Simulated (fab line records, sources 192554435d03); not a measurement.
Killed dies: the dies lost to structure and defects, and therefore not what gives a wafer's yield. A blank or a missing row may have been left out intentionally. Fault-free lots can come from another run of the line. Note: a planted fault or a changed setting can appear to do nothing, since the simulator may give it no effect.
Matching of chambers ; flow n5_finfet ; N5_BEOL_M11_CURE_72 on uv_cure-03 has 3 sister chambers
The step cures SiCOH lowk, time 120 s. 16 wafers are shown with their chamber, then 8 later ones without.

EACH WAFER AND ITS CHAMBER
wafer;chamber;wafer_temp_C_max;lamp_power_pct (%)
L074.3;0;370.7;52.32
L074.4;0;372.0;52.34
L074.5;0;371.5;52.30
L079.1;2;370.7;52.30
L079.4;2;371.2;52.32
L079.6;2;370.9;52.33
L077.1;2;371.1;52.36
L077.3;2;371.0;52.35
L077.6;2;371.2;52.36
L078.1;1;372.1;52.38
L078.4;1;371.3;52.36
L078.5;1;371.3;52.34
L086.1;0;371.7;52.44
L086.2;0;371.3;52.37
L086.3;0;371.6;52.38
L090.3;2;370.9;52.32

SIGNATURES, as means of the wafers listed above
reading;chamber 0;chamber 1;chamber 2;scatter within a chamber
wafer_temp_C_max;371.467;371.567;371.000;0.351
lamp_power_pct;52.3583;52.3600;52.3343;0.0356
Rule: for each reading, subtract the chamber's mean from the wafer's reading, divide by that reading's scatter and square the result; add these up over the readings and take the root, which gives the wafer's distance from the chamber. The wafer belongs to the nearest chamber; if the next one is less than 2 further off, it can't be placed. How the scatter is found: for the shown wafers, subtract from each reading the mean of its chamber, square and add these, divide the total by (wafers less chambers), then take the root.

WAFERS WHOSE CHAMBER IS MISSING
wafer;wafer_temp_C_max;lamp_power_pct (%)
L090.4;371.4;52.40
L090.5;371.3;52.34
L089.2;371.6;52.31
L089.3;371.4;52.30
L089.5;371.3;52.31
L096.3;370.9;52.27
L096.4;371.7;52.26
L096.5;371.4;52.31

WHICH CHAMBER EACH WENT THROUGH
wafer;from the rows above;in truth
L090.4;can't be placed: 0 or 1 or 2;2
L090.5;can't be placed: 0 or 2 or 1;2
L089.2;can't be placed: 1 or 0 or 2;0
L089.3;can't be placed: 2 or 0 or 1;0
L089.5;can't be placed: 2 or 0 or 1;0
L096.3;can't be placed: 2 or 0 or 1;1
L096.4;can't be placed: 1 or 0 or 2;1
L096.5;can't be placed: 2 or 0 or 1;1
Correct placement for 0 of the 8. From these rows, 8 cannot be placed; in 8 the true chamber is one of the candidates. 0 placed wrongly.
